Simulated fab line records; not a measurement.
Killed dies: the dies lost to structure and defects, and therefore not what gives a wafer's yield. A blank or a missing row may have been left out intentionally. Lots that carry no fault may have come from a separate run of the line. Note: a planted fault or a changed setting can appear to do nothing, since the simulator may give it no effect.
fab line records | flow nand_harc
[record] lots = 5 | wafers = 14 | last_day = 33
route steps=1302 shown A_DECK1_JOINT@533 A_ONON_D2@545
lots that met no fault: taken from a fault-free run of the same line
start_h: start of the lot's first displayed wafer, in hours after the record's first day | wait_h: time in hours since the lot's previous step | " repeats the value in the row above | L1.1+2: one row covering several wafers at once | - either no value or no given start | * or withheld: withheld | < > ~ a bound
route shown NAME@n: names a module that has steps shown in the file, with the first one's number in the route | usual: average and standard deviation across the fault-free wafers | same: alike in all rows | chamber/n: place in a boat | sites: readings site by site | _std_site: standard deviation across them | _edge_site: the outer-site mean with the inner-site mean subtracted | radius_mm: how far each site lies from the wafer's centre | mask NAME#n: copy n | behind: the most recent tool/chamber to have shaped the wafer | hold: cause of the lot's hold/its duration in hours/its outcome | device: transistor that didn't switch, given as n, p or np | end of line: tests run on the same wafers once the route is complete | where a step has no rows: the recipe by itself | killed: dies that structure and defects cost at the first sort, which is not the same as the wafer's yield | map: a wafer's dies, x killed, . not, _ none there
set.NAME: the setting as run; set.NAME@STEP: as run at that earlier step | model.NAME: the simulator's own value behind a step, which no gauge read
a table for each step, a row for each wafer; lots at some steps of the route
services: from which hour (start_h, from the record's first day; less than 0 if before it) a tool's chamber was out of use, for how many hours, and why
[[steps]]
[step NHARC_A_DECK1_JOINT_CVD_34]
[recipe] target_thk_a = 200 | temp_c = 700 | pressure_mtorr = 300 | material = SiNx
[step NHARC_A_DECK1_JOINT_DEP_06]
[recipe] target_thk_a = 800 | temp_c = 65 | material = SiOx
[step NHARC_A_DECK1_JOINT_CURE_26]
[recipe] temp_c = 150 | time_s = 32 | pressure_atm = 0.395
[step NHARC_A_DECK1_JOINT_ANNEAL_27]
[recipe] temp_c = 400 | time_s = 3600 | idle_temp_c = 300 | ramp_up_c_per_min = 10 | densification_p_h2o_torr = 640
[step NHARC_A_DECK1_JOINT_ANNEAL_28]
[recipe] temp_c = 500 | time_s = 1800 | idle_temp_c = 400 | ramp_up_c_per_min = 10 | densification_p_h2o_torr = 640
[step NHARC_A_DECK1_JOINT_ANNEAL_29]
[recipe] temp_c = 750 | time_s = 1800 | idle_temp_c = 500 | ramp_up_c_per_min = 10 | ramp_down_c_per_min = 3
[step NHARC_A_DECK1_JOINT_CMP_02]
[recipe] material = SiOx
[usual] motor_current_A = 12.3/1
lot.wafer | tool   | chamber | start_h | wait_h | motor_current_A
L156.4    | cmp-02 | 0       | 278.55  | 0.4    | 13.8
L156.2    | "      | 1       | "       | "      | 13.1
L156.3    | "      | 2       | "       | "      | 13.3
L163.3    | cmp-02 | 1       | 341.70  | 0.4    | 13.1
L163.2    | "      | 3       | "       | "      | 11.1
L163.5    | "      | 1       | "       | "      | 12.7
L167.4    | cmp-02 | 3       | 388.88  | 0.4    | 11.4
L167.5    | "      | 3       | "       | "      | 11.7
L177.1    | cmp-03 | 1       | 504.28  | 0.4    | 11.2
L177.2    | "      | 3       | "       | "      | 12.5
L177.4    | "      | 0       | "       | "      | 12.0
L179.2    | cmp-02 | 2       | 516.10  | 0.4    | 13.4
L179.1    | "      | 1       | "       | "      | 12.5
L179.6    | "      | 3       | "       | "      | 11.0
[step NHARC_A_DECK1_JOINT_SRD_15]
[step NHARC_A_DECK1_JOINT_DEP_16]
[recipe] target_thk_a = 450 | temp_c = 400 | pressure_torr = 6.5 | rf_w = 900 | teos_flow_sccm = 161.4 | flow_sccm = 2650 | target_thk_nm = 45 | gas = O2 | material = SiO2
[usual] heater_power_w = 607/77 | showerhead_vpp_V = 1848/75 | throttle_valve_pct = 16.1/0.46
lot.wafer | tool     | chamber | start_h | wait_h | heater_power_w | showerhead_vpp_V | throttle_valve_pct
L156.3    | pecvd-02 | 2       | 278.94  | 0.1    | 574            | 1813             | 15.5
L156.2    | "        | 0       | "       | "      | 630            | 1763             | 16.1
L156.4    | "        | 2       | "       | "      | 566            | 1823             | 15.7
L163.3    | pecvd-03 | 1       | 342.11  | 0.1    | 550            | 1942             | 16.4
L163.2    | "        | 2       | "       | "      | 551            | 1909             | 14.8
L163.5    | "        | 2       | "       | "      | 546            | 1905             | 15.3
L167.4    | pecvd-04 | 0       | 389.35  | 0.2    | 495            | 1742             | 16.5
L167.5    | "        | 0       | "       | "      | 483            | 1757             | 16.5
L177.2    | pecvd-04 | 1       | 504.74  | 0.1    | 760            | 1852             | 16.4
L177.1    | "        | 2       | "       | "      | 555            | 1935             | 15.5
L177.4    | "        | 2       | "       | "      | 549            | 1974             | 15.4
L179.2    | pecvd-02 | 1       | 516.55  | 0.1    | 568            | 1801             | 16.7
L179.1    | "        | 2       | "       | "      | 563            | 1833             | 16.1
L179.6    | "        | 0       | "       | "      | 524            | 1771             | 16.2
[step NHARC_A_DECK1_JOINT_THK_MEAS_17]
[recipe] thk_meas_gauge = ellipsometry
[usual] thk_nm = 44.7/1.2
lot.wafer | tool          | chamber | start_h | wait_h | thk_nm
L156.2    | film_metro-01 | -       | 279.22  | 0.2    | 45.6
L156.3    | "             | -       | "       | "      | 43.7
L156.4    | "             | -       | "       | "      | 46.1
L163.2    | film_metro-02 | -       | 342.36  | 0.2    | 44.8
L163.3    | "             | -       | "       | "      | 44.6
L163.5    | "             | -       | "       | "      | 46.2
L167.4    | film_metro-02 | -       | 389.64  | 0.2    | 45.1
L167.5    | "             | -       | "       | "      | 44.8
L177.1    | film_metro-01 | -       | 504.99  | 0.2    | 43.5
L177.2    | "             | -       | "       | "      | 44.9
L177.4    | "             | -       | "       | "      | 45.8
L179.1    | film_metro-01 | -       | 516.80  | 0.2    | 44.3
L179.2    | "             | -       | "       | "      | 46.8
L179.6    | "             | -       | "       | "      | 46.6
[step NHARC_A_DECK1_JOINT_INSPECT_05]
[usual] raw_defect_count = 339/130
lot.wafer | tool              | chamber | start_h | wait_h | raw_defect_count
L156.2    | defect_inspect-02 | -       | 279.26  | 0.0    | 419
L156.3    | "                 | -       | "       | "      | 225
L156.4    | "                 | -       | "       | "      | 188
L163.2    | defect_inspect-01 | -       | 342.40  | 0.0    | 713
L163.3    | "                 | -       | "       | "      | 589
L163.5    | "                 | -       | "       | "      | 682
L167.4    | defect_inspect-01 | -       | 389.67  | 0.0    | 241
L167.5    | "                 | -       | "       | "      | 359
L177.1    | defect_inspect-01 | -       | 505.03  | 0.0    | 239
L177.2    | "                 | -       | "       | "      | 342
L177.4    | "                 | -       | "       | "      | 235
L179.1    | defect_inspect-01 | -       | 516.84  | 0.0    | 199
L179.2    | "                 | -       | "       | "      | 185
L179.6    | "                 | -       | "       | "      | 291
[step NHARC_A_ONON_D2_DEP_00]
[recipe] target_thk_a = 10000 | n2_flow_sccm = 2750 | n2o_flow_sccm = 2000 | nh3_flow_sccm = 500 | sih4_flow_sccm = 210 | temp_c = 400
[usual] nh3_flow_sccm = 499.8/1.5
lot.wafer | tool          | chamber | start_h | wait_h | nh3_flow_sccm
L156.2    | pecvd_onon-02 | 0       | 279.38  | 0.1    | 501.1
L156.3    | "             | 0       | "       | "      | 501.7
L156.4    | "             | 0       | "       | "      | 500.3
L163.2    | pecvd_onon-03 | 0       | 342.52  | 0.1    | 501.5
L163.3    | "             | 0       | "       | "      | 501.9
L163.5    | "             | 0       | "       | "      | 498.7
L167.4    | pecvd_onon-03 | 0       | 389.91  | 0.2    | 499.7
L167.5    | "             | 0       | "       | "      | 500.9
L177.1    | pecvd_onon-02 | 0       | 505.09  | 0.1    | 497.1
L177.2    | "             | 0       | "       | "      | 500.7
L177.4    | "             | 0       | "       | "      | 499.1
L179.1    | pecvd_onon-02 | 0       | 516.90  | 0.1    | 497.5
L179.2    | "             | 0       | "       | "      | 497.5
L179.6    | "             | 0       | "       | "      | 498.2
[step NHARC_A_ONON_D2_THK_MEAS_02]
[recipe] thk_meas_gauge = ellipsometry
[usual] thk_nm = 1003/7.7
lot.wafer | tool          | chamber | start_h | wait_h | thk_nm
L156.2    | film_metro-01 | -       | 279.83  | -      | 1004
L156.3    | "             | -       | "       | "      | 1004
L156.4    | "             | -       | "       | "      | 1003
L163.2    | film_metro-02 | -       | 342.97  | -      | 989
L163.3    | "             | -       | "       | "      | 989
L163.5    | "             | -       | "       | "      | 991
L167.4    | film_metro-02 | -       | 390.25  | -      | 1012
L167.5    | "             | -       | "       | "      | 1087
L177.1    | film_metro-02 | -       | 505.60  | -      | 1011
L177.2    | "             | -       | "       | "      | 1012
L177.4    | "             | -       | "       | "      | 1012
L179.1    | film_metro-01 | -       | 517.44  | -      | 998
L179.2    | "             | -       | "       | "      | 999
L179.6    | "             | -       | "       | "      | 999
[step NHARC_A_ONON_D2_DEP_03]
[recipe] target_thk_a = 10000 | n2_flow_sccm = 2750 | n2o_flow_sccm = 2000 | nh3_flow_sccm = 500 | sih4_flow_sccm = 210 | temp_c = 400
[[services]]
tool          | chamber | start_h | hours | kind
cmp-03        | -       | 260.20  | 4.0   | pm
pecvd-03      | 1       | 265.18  | 16.2  | repair
pecvd-04      | -       | 269.39  | 13.0  | pm
cmp-03        | -       | 286.58  | 0.6   | repair
cmp-03        | -       | 305.84  | 1.0   | repair
pecvd-03      | 2       | 310.97  | 12.1  | repair
cmp-02        | -       | 314.84  | 2.2   | repair
cmp-02        | -       | 328.39  | 2.6   | repair
pecvd-03      | 0       | 337.91  | 2.1   | repair
cmp-03        | -       | 358.20  | 4.0   | pm
pecvd-03      | -       | 366.24  | 13.0  | pm
pecvd_onon-02 | -       | 366.43  | 13.0  | pm
pecvd-04      | 2       | 385.57  | 4.8   | repair
pecvd-02      | 2       | 390.50  | 13.8  | repair
pecvd_onon-03 | -       | 408.00  | 13.0  | pm
pecvd-02      | -       | 408.15  | 13.0  | pm
cmp-02        | -       | 424.06  | 0.3   | repair
cmp-02        | -       | 428.94  | 4.0   | pm
cmp-03        | -       | 435.26  | 1.6   | repair
pecvd-04      | -       | 450.39  | 13.0  | pm
cmp-02        | -       | 450.74  | 0.7   | repair
cmp-02        | -       | 453.04  | 1.2   | repair
pecvd-04      | -       | 463.51  | 1.0   | repair
cmp-02        | -       | 466.54  | 4.7   | repair
[[key]]
[first_sign] step = NHARC_A_ONON_D2_THK_MEAS_02 | reading = thk_nm | direction = up | sigmas = 11 | usual = 1003 | struck = 1087
effect none on later readings
met_at NHARC_A_ONON_D2_DEP_00
struck_wafers L167.5
later_rows_left_out L167.5
sort_left_out L167.5
tester_left_out L167
onset_between 342.52 389.91
[fault] kind = process_parameter_drift | tool = pecvd_onon-03 | chamber = - | onset_h = 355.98 | steps = NHARC_A_ONON_D2_DEP_00 | channel = target_thk_a | offset = * | shape = step | end_h = 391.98 | scope = struck_wafers_only | acts_in = * | stated = *
// tester_left_out: of these lots the tester's yield and bins aren't shown, on N5 and GAA mostly nor the transistor test; their killed dies are dies lost to structure and defects alone, not to doping, threshold or leakage, so they don't give the yield
// sort_left_out: the simulated sort isn't trusted on such a fault, so these wafers' sort isn't shown, and their yield isn't known
// later_rows_left_out: the simulator's readings of these wafers behind a module that went badly wrong aren't trusted and aren't shown, but for the sort
